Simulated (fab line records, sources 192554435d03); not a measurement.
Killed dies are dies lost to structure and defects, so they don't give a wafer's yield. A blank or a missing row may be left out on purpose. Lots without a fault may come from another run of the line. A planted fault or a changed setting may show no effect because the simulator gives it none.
Chamber matching | flow n5_finfet | N5_BEOL_M10_ALD_74 on ald_metal-01: 4 sister chambers
The step deposits TaN, target thk 2 nm, pulse time 2 s, purge time 3 s. 4 wafers are shown with their chamber, then 8 later ones without.

WAFERS WITH THEIR CHAMBER
wafer  | chamber | heater_power_w (W)
L091.5 | 3       | 369
L093.5 | 1       | 433
L093.6 | 0       | 521
L090.3 | 2       | 325

WAFERS WITHOUT THEIR CHAMBER
wafer  | heater_power_w (W)
L090.4 | 515
L090.6 | 429
L095.2 | 524
L095.5 | 528
L095.6 | 435
L096.4 | 514
L096.5 | 512
L096.6 | 367

WHICH CHAMBER EACH WENT THROUGH
wafer  | from the rows above | in truth
L090.4 | 0                   | 0
L090.6 | 1                   | 1
L095.2 | 0                   | 0
L095.5 | 0                   | 0
L095.6 | 1                   | 1
L096.4 | 0                   | 0
L096.5 | 0                   | 0
L096.6 | 3                   | 3
Placed correctly: 8 of 8. Can't be placed from these rows: 0. Placed wrongly: 0.
How it was worked out, from the rows above alone: a wafer's distance from a chamber is the root of the sum, over the readings, of the square of ((its reading less the chamber's mean) divided by the reading's scatter). The wafer belongs to the nearest chamber; if the next one is less than 2 further off, it can't be placed. A chamber's mean is the mean of its shown wafers. The scatter: with one shown wafer a chamber, the root of the mean of the squares of how far each hidden wafer lies from its nearest shown one.
